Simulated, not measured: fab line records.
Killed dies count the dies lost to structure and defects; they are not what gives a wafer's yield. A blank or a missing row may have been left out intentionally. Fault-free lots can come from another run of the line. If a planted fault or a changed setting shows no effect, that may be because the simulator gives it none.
fab line records || flow n5-finfet
record: {"lots": 4, "wafers": 12, "last-day": 16}
route steps=1938 shown MOL_CONTACT_COAG@584 BEOL_M4@1111 PASSIVATION@1936
lots untouched by any fault: they come from a run of this same line in which no faults occurred
start-h: the number of hours between the record's first day and the start of the first shown wafer of the lot || wait-h: hours since the lot's step before || " unchanged from the row above || L1.1+2: a single row standing in for several wafers || - value missing, or start not given || * or withheld: withheld || < > ~ a bound
route shown NAME@n: NAME is a module with steps in the file, n the number in the route of the first one || usual: the fault-free wafers' mean and standard deviation || same: alike in all rows || chamber/n: place in a boat || sites: per-site readings || _std_site: the values' standard deviation || _edge_site: mean of outer sites minus mean of inner sites || radius-mm: for every site, how far away it sits from the centre of the wafer || mask NAME#n: copy n || behind: the most recent tool/chamber to have shaped the wafer || hold: reason for holding the lot/hours on hold/outcome of the hold || device: the n, p or np transistor that did not switch || end of line: tests of these same wafers at the route's end || for a step that has no rows: nothing shown but its recipe || killed: not the wafer's yield, but the dies lost to structure and defects at the first sort || map: shows each die of a wafer: x if killed, . if not, _ if none is there
set.NAME: the setting the step ran with; set.NAME@STEP: the setting that earlier step ran with || model.NAME: the simulator's own value behind a step, which no gauge read
lots seen at some steps along the route; tables by step, rows by wafer
services: when a tool's chamber went out of use (start-h, in hours from the record's first day, below 0 if earlier), for how many hours, and the reason
== steps ==
step: N5_MOL_CONTACT_COAG_ETCHBACK_135
recipe: {"chemistry": "CHF3", "target": "SiO2", "target-depth-a": 250, "time-s": 16.7, "ion-energy-ev": 200, "pressure-mtorr": 30, "source-w": 610, "bias-w": 170, "Ar_flow_sccm": 200, "CHF3_flow_sccm": 50}
step: N5_MOL_CONTACT_COAG_STRIP_118
recipe: {"chemistry": "CHF3", "resist": "SiARC", "rf-frequency-hz": 6e+07}
step: N5_MOL_CONTACT_COAG_VIA_ETCH_46
recipe: {"chemistry": "C4F6/O2", "target-depth-a": 460, "overetch-a": 92, "mask-material": "SOC", "target": "SiO2", "bias-w": 455, "pressure-mtorr": 10, "time-s": 40, "source-w": 325, "Ar_flow_sccm": 300, "C4F6_flow_sccm": 10, "O2_flow_sccm": 10, "ion-energy-ev": 575.3, "ends": "end-point"}
step: N5_MOL_CONTACT_COAG_STRIP_96
recipe: {"chemistry": "N2/H2", "power-w": 500, "temp-c": 40, "pressure-mtorr": 50, "rf-frequency-hz": 6e+07, "overash-fraction": 0.3, "bias-power-w": 28, "h2-frac": 0.5, "n2-flow-sccm": 300, "h2-flow-sccm": 300}
step: N5_MOL_CONTACT_COAG_ETCH_47
recipe: {"chemistry": "CH3F/O2", "target": "SiNx", "target-depth-a": 270, "mask-material": "SiO2", "stop-on": "W", "over-etch-frac": 0.2, "ion-energy-ev": 120, "endpoint": "OES-CN", "pressure-mtorr": 30, "source-w": 395, "bias-w": 73, "Ar_flow_sccm": 150, "CH3F_flow_sccm": 30, "O2_flow_sccm": 20, "ends": "end-point"}
step: N5_MOL_CONTACT_COAG_STRIP_119
recipe: {"chemistry": "N2/H2", "time-s": 30, "power-w": 1000, "temp-c": 250, "pressure-mtorr": "withheld", "n2-flow-sccm": 1750, "h2-flow-sccm": 3250}
step: N5_MOL_CONTACT_COAG_PRECLEAN_144
recipe: {"chemistry": "alkaline-clean", "temp-c": 60, "time-s": 60, "do-ppb": 50}
step: N5_MOL_CONTACT_COAG_SRD_145
recipe: {"dry": "ipa-marangoni", "time-s": 30, "temp-c": 23, "rinse-liquid": "diw"}
step: N5_MOL_CONTACT_COAG_COAT_62
recipe: {"resist": "SOC", "temp-c": 250, "time-s": 60, "spin-rpm": 1500, "resist-thk-nm": 60}
step: N5_MOL_CONTACT_COAG_COAT_63
recipe: {"resist": "SiARC", "temp-c": 220, "time-s": 60, "spin-rpm": 1500, "resist-thk-nm": 10}
step: N5_MOL_CONTACT_COAG_COAT_64
recipe: {"resist": "underlayer", "temp-c": 205, "time-s": 60, "spin-rpm": 1500, "resist-thk-nm": 10}
step: N5_MOL_CONTACT_COAG_COAT_34
recipe: {"resist": "CAR-EUV", "spin-rpm": 1500, "resist-thk-nm": 40}
usual: {"spin-speed-rpm": "1500.2/1.1"}
{"lot.wafer": "L463.1", "tool": "litho-track-03", "chamber": 0, "start-h": 117.78, "wait-h": "-", "spin-speed-rpm": 1499.9, "model.CAR-EUV_of_MOL_CONTACT_COAG_COAT_34.thk-nm": 40.2}
{"lot.wafer": "L463.2", "tool": "litho-track-03", "chamber": 0, "start-h": 117.78, "wait-h": "-", "spin-speed-rpm": 1500.1, "model.CAR-EUV_of_MOL_CONTACT_COAG_COAT_34.thk-nm": 40}
{"lot.wafer": "L463.5", "tool": "litho-track-03", "chamber": 0, "start-h": 117.78, "wait-h": "-", "spin-speed-rpm": 1499.7, "model.CAR-EUV_of_MOL_CONTACT_COAG_COAT_34.thk-nm": 40}
{"lot.wafer": "L475.2", "tool": "litho-track-03", "chamber": 0, "start-h": 190.25, "wait-h": "-", "spin-speed-rpm": 1634.8, "model.CAR-EUV_of_MOL_CONTACT_COAG_COAT_34.thk-nm": 38.6}
{"lot.wafer": "L475.4", "tool": "litho-track-03", "chamber": 0, "start-h": 190.25, "wait-h": "-", "spin-speed-rpm": 1635.8, "model.CAR-EUV_of_MOL_CONTACT_COAG_COAT_34.thk-nm": 38.6}
{"lot.wafer": "L475.6", "tool": "litho-track-03", "chamber": 0, "start-h": 190.25, "wait-h": "-", "spin-speed-rpm": 1635.0, "model.CAR-EUV_of_MOL_CONTACT_COAG_COAT_34.thk-nm": 38.6}
{"lot.wafer": "L476.2", "tool": "litho-track-03", "chamber": 0, "start-h": 193.11, "wait-h": "-", "spin-speed-rpm": 1633.6, "model.CAR-EUV_of_MOL_CONTACT_COAG_COAT_34.thk-nm": 38.4}
{"lot.wafer": "L476.3", "tool": "litho-track-03", "chamber": 0, "start-h": 193.11, "wait-h": "-", "spin-speed-rpm": 1634.1, "model.CAR-EUV_of_MOL_CONTACT_COAG_COAT_34.thk-nm": 38.4}
{"lot.wafer": "L476.4", "tool": "litho-track-03", "chamber": 0, "start-h": 193.11, "wait-h": "-", "spin-speed-rpm": 1634.4, "model.CAR-EUV_of_MOL_CONTACT_COAG_COAT_34.thk-nm": 38.4}
{"lot.wafer": "L482.1", "tool": "litho-track-05", "chamber": 0, "start-h": 227.11, "wait-h": "-", "spin-speed-rpm": 1501.1, "model.CAR-EUV_of_MOL_CONTACT_COAG_COAT_34.thk-nm": 40.2}
{"lot.wafer": "L482.4", "tool": "litho-track-05", "chamber": 0, "start-h": 227.11, "wait-h": "-", "spin-speed-rpm": 1500.9, "model.CAR-EUV_of_MOL_CONTACT_COAG_COAT_34.thk-nm": 40.2}
{"lot.wafer": "L482.6", "tool": "litho-track-05", "chamber": 0, "start-h": 227.11, "wait-h": "-", "spin-speed-rpm": 1501.1, "model.CAR-EUV_of_MOL_CONTACT_COAG_COAT_34.thk-nm": 40.2}
step: N5_MOL_CONTACT_COAG_EBR_36
recipe: {"solvent": "PGMEA", "ebr-width-mm": 1.5}
step: N5_MOL_CONTACT_COAG_SOFTBAKE_35
recipe: {"temp-c": 110, "time-s": 60, "resist": "CAR-EUV"}
step: N5_MOL_CONTACT_COAG_EXPOSE_37
recipe: {"mask-id": "VD", "na": 0.33, "source-shape": "annular", "sigma-inner": 0.3, "sigma-outer": 0.7, "polarization": "unpolarized", "defocus-nm": 0, "dose-mj": 62}
step: N5_MOL_CONTACT_COAG_PEB_38
recipe: {"peb-temp-c": 100, "peb-time-s": 60, "resist": "CAR-EUV"}
step: N5_MOL_CONTACT_COAG_DEVELOP_39
recipe: {"develop-time-s": 30, "developer": "TMAH", "resist": "CAR-EUV", "rinse-liquid": "surfactant-rinse", "dry": "air-spin", "dev-temp-c": 23}
step: N5_MOL_CONTACT_COAG_DESCUM_45
recipe: {"chemistry": "O2", "time-s": 7, "source-power-w": 50, "bias-power-w": 20, "pressure-mtorr": 20, "rf-frequency-hz": 2.712e+07, "temp-c": 40, "resist": "CAR-EUV", "o2-flow-sccm": 225}
step: N5_MOL_CONTACT_COAG_ETCH_65
recipe: {"chemistry": "N2/H2", "target": "underlayer", "target-depth-a": 130, "mask-material": "CAR-EUV", "time-s": 10.4, "ion-energy-ev": 200, "pressure-mtorr": 30, "source-w": 840, "bias-w": 150, "n2-flow-sccm": 200, "h2-flow-sccm": 200, "ends": "cleared"}
step: N5_MOL_CONTACT_COAG_ETCH_66
recipe: {"chemistry": "CF4", "target": "SiARC", "target-depth-a": 130, "mask-material": "CAR-EUV", "time-s": 21.7, "ion-energy-ev": 80, "pressure-mtorr": 40, "source-w": 545, "bias-w": 36, "Ar_flow_sccm": 100, "cf4-flow-sccm": 100, "ends": "cleared"}
step: N5_MOL_CONTACT_COAG_ALD_133
recipe: {"material": "SiO2", "target-thk-a": 50, "temp-c": 100, "ald-precursor-family": "BDEAS", "ald-co-reactant": "O2-plasma", "pulse-time-s": 1, "co-reactant-pulse-time-s": 1, "purge-time-s": 2, "co-reactant-purge-time-s": 2, "ald-cycles": 35, "pressure-torr": 2}
step: N5_MOL_CONTACT_COAG_ETCHBACK_134
recipe: {"chemistry": "CHF3", "target": "SiO2", "target-depth-a": 100, "time-s": 6.7, "ion-energy-ev": 200, "pressure-mtorr": 30, "source-w": 610, "bias-w": 170, "Ar_flow_sccm": 200, "CHF3_flow_sccm": 50}
usual: {"drypump-motor-current-A": "5.8/0.5", "mfc-ar-sccm": "200.0/0.61", "oes_f_703_au": "0.78/0.058", "oes-product-au": "0.77/0.058", "rf-vpp-V": "519/12", "showerhead-plenum-p-Torr": "2.42/0.044", "throttle-valve-pct": "18.82/0.23"}
{"lot.wafer": "L463.1", "tool": "rie-diel-02", "chamber": 0, "start-h": 118.61, "wait-h": 0.1, "drypump-motor-current-A": 6.6, "mfc-ar-sccm": 200.1, "oes_f_703_au": 0.90, "oes-product-au": 0.88, "rf-hours-counter-h": 39, "rf-vpp-V": 519, "showerhead-plenum-p-Torr": 2.51, "throttle-valve-pct": 18.67, "model.CAR-EUV_of_MOL_CONTACT_COAG_COAT_34.thk-nm": 15.6}
{"lot.wafer": "L463.2", "tool": "rie-diel-02", "chamber": 1, "start-h": 118.61, "wait-h": 0.1, "drypump-motor-current-A": 6.3, "mfc-ar-sccm": 199.8, "oes_f_703_au": 0.72, "oes-product-au": 0.71, "rf-hours-counter-h": 209, "rf-vpp-V": 517, "showerhead-plenum-p-Torr": 2.36, "throttle-valve-pct": 18.58, "model.CAR-EUV_of_MOL_CONTACT_COAG_COAT_34.thk-nm": 15.6}
{"lot.wafer": "L463.5", "tool": "rie-diel-02", "chamber": 0, "start-h": 118.61, "wait-h": 0.1, "drypump-motor-current-A": 6.5, "mfc-ar-sccm": 199.5, "oes_f_703_au": 0.89, "oes-product-au": 0.87, "rf-hours-counter-h": "-", "rf-vpp-V": 518, "showerhead-plenum-p-Torr": 2.51, "throttle-valve-pct": 18.68, "model.CAR-EUV_of_MOL_CONTACT_COAG_COAT_34.thk-nm": 15.6}
{"lot.wafer": "L475.2", "tool": "rie-diel-05", "chamber": 0, "start-h": 191.09, "wait-h": 0.1, "drypump-motor-current-A": 5.5, "mfc-ar-sccm": 199.9, "oes_f_703_au": 0.79, "oes-product-au": 0.79, "rf-hours-counter-h": 123, "rf-vpp-V": 530, "showerhead-plenum-p-Torr": 2.40, "throttle-valve-pct": 19.05, "model.CAR-EUV_of_MOL_CONTACT_COAG_COAT_34.thk-nm": 14}
{"lot.wafer": "L475.4", "tool": "rie-diel-05", "chamber": 2, "start-h": 191.09, "wait-h": 0.1, "drypump-motor-current-A": 4.9, "mfc-ar-sccm": 198.9, "oes_f_703_au": 0.72, "oes-product-au": 0.73, "rf-hours-counter-h": 189, "rf-vpp-V": 534, "showerhead-plenum-p-Torr": 2.46, "throttle-valve-pct": 18.46, "model.CAR-EUV_of_MOL_CONTACT_COAG_COAT_34.thk-nm": 13.8}
{"lot.wafer": "L475.6", "tool": "rie-diel-05", "chamber": 1, "start-h": 191.09, "wait-h": 0.1, "drypump-motor-current-A": 6.2, "mfc-ar-sccm": 199.4, "oes_f_703_au": 0.84, "oes-product-au": 0.83, "rf-hours-counter-h": "-", "rf-vpp-V": 537, "showerhead-plenum-p-Torr": 2.41, "throttle-valve-pct": 18.90, "model.CAR-EUV_of_MOL_CONTACT_COAG_COAT_34.thk-nm": 13.8}
{"lot.wafer": "L476.2", "tool": "rie-diel-05", "chamber": 3, "start-h": 193.96, "wait-h": 0.1, "drypump-motor-current-A": 5.5, "mfc-ar-sccm": 199.6, "oes_f_703_au": 0.82, "oes-product-au": 0.80, "rf-hours-counter-h": 96, "rf-vpp-V": 514, "showerhead-plenum-p-Torr": 2.49, "throttle-valve-pct": 18.47, "model.CAR-EUV_of_MOL_CONTACT_COAG_COAT_34.thk-nm": 13.8}
{"lot.wafer": "L476.3", "tool": "rie-diel-05", "chamber": 2, "start-h": 193.96, "wait-h": 0.1, "drypump-motor-current-A": 4.9, "mfc-ar-sccm": 199.8, "oes_f_703_au": 0.72, "oes-product-au": 0.73, "rf-hours-counter-h": 190, "rf-vpp-V": 535, "showerhead-plenum-p-Torr": 2.46, "throttle-valve-pct": 18.48, "model.CAR-EUV_of_MOL_CONTACT_COAG_COAT_34.thk-nm": 13.6}
{"lot.wafer": "L476.4", "tool": "rie-diel-05", "chamber": 0, "start-h": 193.96, "wait-h": 0.1, "drypump-motor-current-A": 5.5, "mfc-ar-sccm": 200.1, "oes_f_703_au": 0.78, "oes-product-au": 0.78, "rf-hours-counter-h": 125, "rf-vpp-V": 533, "showerhead-plenum-p-Torr": 2.40, "throttle-valve-pct": 19.07, "model.CAR-EUV_of_MOL_CONTACT_COAG_COAT_34.thk-nm": 13.8}
{"lot.wafer": "L482.1", "tool": "rie-diel-02", "chamber": 0, "start-h": 228.00, "wait-h": 0.1, "drypump-motor-current-A": 6.5, "mfc-ar-sccm": 198.8, "oes_f_703_au": 0.85, "oes-product-au": 0.84, "rf-hours-counter-h": 72, "rf-vpp-V": 519, "showerhead-plenum-p-Torr": 2.50, "throttle-valve-pct": 18.71, "model.CAR-EUV_of_MOL_CONTACT_COAG_COAT_34.thk-nm": 15.4}
{"lot.wafer": "L482.4", "tool": "rie-diel-02", "chamber": 1, "start-h": 228.00, "wait-h": 0.1, "drypump-motor-current-A": 6.3, "mfc-ar-sccm": 199.7, "oes_f_703_au": 0.69, "oes-product-au": 0.69, "rf-hours-counter-h": "-", "rf-vpp-V": 516, "showerhead-plenum-p-Torr": 2.35, "throttle-valve-pct": 18.63, "model.CAR-EUV_of_MOL_CONTACT_COAG_COAT_34.thk-nm": 15.4}
{"lot.wafer": "L482.6", "tool": "rie-diel-02", "chamber": 0, "start-h": 228.00, "wait-h": 0.1, "drypump-motor-current-A": 6.5, "mfc-ar-sccm": 200.1, "oes_f_703_au": 0.85, "oes-product-au": 0.84, "rf-hours-counter-h": "-", "rf-vpp-V": 518, "showerhead-plenum-p-Torr": 2.50, "throttle-valve-pct": 18.73, "model.CAR-EUV_of_MOL_CONTACT_COAG_COAT_34.thk-nm": 15.4}
step: N5_MOL_CONTACT_COAG_ETCH_67
recipe: {"chemistry": "N2/H2", "target": "SOC", "target-depth-a": 600, "overetch-a": 210, "mask-material": "SiARC", "temp-c": 40, "time-s": 101.2, "ion-energy-ev": 200, "pressure-mtorr": 30, "source-w": 840, "bias-w": 150, "n2-flow-sccm": 200, "h2-flow-sccm": 200}
step: N5_BEOL_M4_RC_MEAS_101
usual: {"DIBL_N": "35.9/1.6", "DIBL_P": "35.6/2.1", "IOFF_N": "0.149/0.029", "IOFF_P": "0.20/0.033", "ION_N": "671/11", "ION_P": "460/7.3", "SS_N": "71.4/0.62", "SS_P": "73.2/0.65", "VT_N": "251/3.1", "VT_P": "-251/3.4"}
{"lot.wafer": "L463.1", "tool": "prober-01", "chamber": 0, "start-h": 179.69, "wait-h": 0.0, "DIBL_N[mV/V]": 31.9, "DIBL_P[mV/V]": 32.8, "IOFF_N[nA/um]": 0.102, "IOFF_P[nA/um]": 0.14, "ION_N[uA/um]": 645, "ION_P[uA/um]": 446, "SS_N[mV/dec]": 70.8, "SS_P[mV/dec]": 71.8, "VT_N[mV]": 257, "VT_P[mV]": -260}
{"lot.wafer": "L463.2", "tool": "prober-01", "chamber": 0, "start-h": 179.69, "wait-h": 0.0, "DIBL_N[mV/V]": 34.2, "DIBL_P[mV/V]": 36.0, "IOFF_N[nA/um]": 0.132, "IOFF_P[nA/um]": 0.17, "ION_N[uA/um]": 662, "ION_P[uA/um]": 458, "SS_N[mV/dec]": 70.9, "SS_P[mV/dec]": 73.2, "VT_N[mV]": 254, "VT_P[mV]": -255}
{"lot.wafer": "L463.5", "tool": "prober-01", "chamber": 0, "start-h": 179.69, "wait-h": 0.0, "DIBL_N[mV/V]": 34.3, "DIBL_P[mV/V]": 36.6, "IOFF_N[nA/um]": 0.145, "IOFF_P[nA/um]": 0.18, "ION_N[uA/um]": 672, "ION_P[uA/um]": 464, "SS_N[mV/dec]": 71.8, "SS_P[mV/dec]": 73.0, "VT_N[mV]": 251, "VT_P[mV]": -257}
{"lot.wafer": "L475.2", "tool": "prober-02", "chamber": 0, "start-h": 254.39, "wait-h": 0.2, "DIBL_N[mV/V]": 35.6, "DIBL_P[mV/V]": 36.1, "IOFF_N[nA/um]": 0.141, "IOFF_P[nA/um]": 0.19, "ION_N[uA/um]": 671, "ION_P[uA/um]": 457, "SS_N[mV/dec]": 71.3, "SS_P[mV/dec]": 73.5, "VT_N[mV]": 253, "VT_P[mV]": -251}
{"lot.wafer": "L475.4", "tool": "prober-02", "chamber": 0, "start-h": 254.39, "wait-h": 0.2, "DIBL_N[mV/V]": 39.2, "DIBL_P[mV/V]": 39.5, "IOFF_N[nA/um]": 0.203, "IOFF_P[nA/um]": 0.25, "ION_N[uA/um]": 683, "ION_P[uA/um]": 461, "SS_N[mV/dec]": 72.8, "SS_P[mV/dec]": 74.5, "VT_N[mV]": 250, "VT_P[mV]": -250}
{"lot.wafer": "L475.6", "tool": "prober-02", "chamber": 0, "start-h": 254.39, "wait-h": 0.2, "DIBL_N[mV/V]": 35.9, "DIBL_P[mV/V]": 36.3, "IOFF_N[nA/um]": 0.152, "IOFF_P[nA/um]": 0.20, "ION_N[uA/um]": 669, "ION_P[uA/um]": 465, "SS_N[mV/dec]": 71.5, "SS_P[mV/dec]": 73.1, "VT_N[mV]": 251, "VT_P[mV]": -251}
{"lot.wafer": "L476.2", "tool": "prober-01", "chamber": 0, "start-h": 257.49, "wait-h": 0.2, "DIBL_N[mV/V]": 38.9, "DIBL_P[mV/V]": 37.7, "IOFF_N[nA/um]": 0.172, "IOFF_P[nA/um]": 0.21, "ION_N[uA/um]": 681, "ION_P[uA/um]": 459, "SS_N[mV/dec]": 72.8, "SS_P[mV/dec]": 74.3, "VT_N[mV]": 249, "VT_P[mV]": -253}
{"lot.wafer": "L476.3", "tool": "prober-01", "chamber": 0, "start-h": 257.49, "wait-h": 0.2, "DIBL_N[mV/V]": 35.9, "DIBL_P[mV/V]": 35.4, "IOFF_N[nA/um]": 0.135, "IOFF_P[nA/um]": 0.18, "ION_N[uA/um]": 668, "ION_P[uA/um]": 458, "SS_N[mV/dec]": 71.1, "SS_P[mV/dec]": 74.0, "VT_N[mV]": 251, "VT_P[mV]": -253}
{"lot.wafer": "L476.4", "tool": "prober-01", "chamber": 0, "start-h": 257.49, "wait-h": 0.2, "DIBL_N[mV/V]": 35.8, "DIBL_P[mV/V]": 36.1, "IOFF_N[nA/um]": 0.137, "IOFF_P[nA/um]": 0.18, "ION_N[uA/um]": 680, "ION_P[uA/um]": 466, "SS_N[mV/dec]": 71.0, "SS_P[mV/dec]": 73.4, "VT_N[mV]": 253, "VT_P[mV]": -252}
{"lot.wafer": "L482.1", "tool": "prober-02", "chamber": 0, "start-h": 288.83, "wait-h": 0.0, "DIBL_N[mV/V]": 36.2, "DIBL_P[mV/V]": 35.5, "IOFF_N[nA/um]": 0.185, "IOFF_P[nA/um]": 0.22, "ION_N[uA/um]": 677, "ION_P[uA/um]": 463, "SS_N[mV/dec]": 71.8, "SS_P[mV/dec]": 74.1, "VT_N[mV]": 248, "VT_P[mV]": -250}
{"lot.wafer": "L482.4", "tool": "prober-02", "chamber": 0, "start-h": 288.83, "wait-h": 0.0, "DIBL_N[mV/V]": 38.2, "DIBL_P[mV/V]": 38.7, "IOFF_N[nA/um]": 0.225, "IOFF_P[nA/um]": 0.28, "ION_N[uA/um]": 694, "ION_P[uA/um]": 476, "SS_N[mV/dec]": 71.9, "SS_P[mV/dec]": 74.4, "VT_N[mV]": 244, "VT_P[mV]": -247}
{"lot.wafer": "L482.6", "tool": "prober-02", "chamber": 0, "start-h": 288.83, "wait-h": 0.0, "DIBL_N[mV/V]": 38.2, "DIBL_P[mV/V]": 38.4, "IOFF_N[nA/um]": 0.237, "IOFF_P[nA/um]": 0.28, "ION_N[uA/um]": 687, "ION_P[uA/um]": 464, "SS_N[mV/dec]": 72.3, "SS_P[mV/dec]": 75.4, "VT_N[mV]": 243, "VT_P[mV]": -249}
step: N5_PASSIVATION_PROBE_49
usual: {"defect-limited-yield": "90.9/1.5", "killed_at_M0_to_M3": "36/9.9", "killed_at_M4_up": "13/4.5", "killed-at-contacts": "13/6.4", "killed-at-front-end": "42/12", "killed-at-other": "3.4/3", "killed-dies": "107/18", "killed-open": "69/13", "killed-short": "35/8.2", "sort_bin_5_function": "5.3/1.1", "sort_bin_6_memory": "3.4/0.69", "sort-n-pass": "1073/18", "sort-yield-pct": "90.9/1.5"}
same: {"gross-dies": 1180, "killed-at-back-side": 0, "sort_bin_4_leakage[%]": 0, "sort_bin_8_speed[%]": 0}
{"lot.wafer": "L475.2", "tool": "prober-01", "chamber": "-", "start-h": 352.13, "wait-h": 0.1, "defect-limited-yield[%]": 92.0, "killed_at_M0_to_M3": 34, "killed_at_M4_up": 14, "killed-at-contacts": 10, "killed-at-front-end": 31, "killed-at-other": 5, "killed-dies": 94, "killed-open": 69, "killed-short": 25, "sort_bin_5_function[%]": 5.0, "sort_bin_6_memory[%]": 2.7, "sort-n-pass": 1086, "sort-yield-pct[%]": 92.0}
{"lot.wafer": "L476.2", "tool": "prober-02", "chamber": "-", "start-h": 356.03, "wait-h": 0.1, "defect-limited-yield[%]": 89.8, "killed_at_M0_to_M3": 52, "killed_at_M4_up": 12, "killed-at-contacts": 22, "killed-at-front-end": 32, "killed-at-other": 2, "killed-dies": 120, "killed-open": 78, "killed-short": 42, "sort_bin_5_function[%]": 5.9, "sort_bin_6_memory[%]": 3.9, "sort-n-pass": 1060, "sort-yield-pct[%]": 89.8}
{"lot.wafer": "L476.4", "tool": "prober-02", "chamber": "-", "start-h": 356.13, "wait-h": 0.2, "defect-limited-yield[%]": 91.4, "killed_at_M0_to_M3": 40, "killed_at_M4_up": 13, "killed-at-contacts": 11, "killed-at-front-end": 36, "killed-at-other": 2, "killed-dies": 102, "killed-open": 65, "killed-short": 35, "sort_bin_5_function[%]": 6.4, "sort_bin_6_memory[%]": 1.9, "sort-n-pass": 1078, "sort-yield-pct[%]": 91.4}
killed by level:class
L475.2 MOL_CONTACT_COAG:geometric-particle:open=10 BEOL_M0_SAQP:geometric-particle:open=9 BEOL_M4:geometric-particle:open=8 BEOL_M2:geometric-particle:open=7 STI_FIN_REVEAL:geometric-particle:open=6 FIN_SAQP:geometric-particle:short=5 BEOL_M1:geometric-particle:open=5 BEOL_M3:geometric-particle:open=4
L476.2 MOL_CONTACT_COAG:geometric-particle:open=13 BEOL_M3:geometric-particle:open=12 BEOL_M0_SAQP:geometric-particle:open=11 STI_FIN_REVEAL:geometric-particle:open=9 MOL_CONTACT_COAG:geometric-particle:short=9 BEOL_M1:geometric-particle:open=8 BEOL_M0_SAQP:geometric-particle:short=6 FIN_SAQP:geometric-particle:short=5
L476.4 BEOL_M0_SAQP:geometric-particle:open=15 BEOL_M0_SAQP:geometric-particle:short=13 FIN_SAQP:geometric-particle:open=9 MOL_CONTACT_COAG:geometric-particle:open=7 BEOL_M4:geometric-particle:open=6 FIN_SAQP:geometric-particle:short=5 STI_FIN_REVEAL:geometric-particle:open=4 MOL_CONTACT_COAG:geometric-particle:short=4
== services ==
{"tool": "rie-diel-02", "chamber": "-", "start-h": 156.72, "hours": 16.8, "kind": "repair"}
{"tool": "rie-diel-05", "chamber": 2, "start-h": 164.28, "hours": 5.6, "kind": "repair"}
{"tool": "litho-track-05", "chamber": "-", "start-h": 173.30, "hours": "-", "kind": "consumable-replace:filter"}
{"tool": "litho-track-03", "chamber": "-", "start-h": 176.20, "hours": "-", "kind": "consumable-replace:filter"}
{"tool": "rie-diel-02", "chamber": 2, "start-h": 226.34, "hours": 13.2, "kind": "repair"}
== key ==
first-sign: {"step": "N5_MOL_CONTACT_COAG_COAT_34", "reading": "spin-speed-rpm", "direction": "up", "sigmas": "99+", "usual": "*", "struck": "*"}
effect none on later readings
model-effect: {"step": "N5_MOL_CONTACT_COAG_COAT_34", "value": "CAR-EUV_of_MOL_CONTACT_COAG_COAT_34.thk-nm", "without": 40.1, "struck": 38.5}
model-effect: {"step": "N5_MOL_CONTACT_COAG_ETCHBACK_134", "value": "CAR-EUV_of_MOL_CONTACT_COAG_COAT_34.thk-nm", "without": 15.5, "struck": 13.8}
met-at N5_MOL_CONTACT_COAG_COAT_34
struck-wafers L475.2,L475.4,L475.6,L476.2,L476.3,L476.4
onset-between 117.78 190.25
fault: {"kind": "process-parameter-drift", "tool": "litho-track-03", "chamber": "-", "onset-h": 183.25, "steps": "N5_MOL_CONTACT_COAG_COAT_34", "channel": "spin-rpm", "offset": "*", "shape": "step", "end-h": 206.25, "acts-in": "*", "stated": "*"}
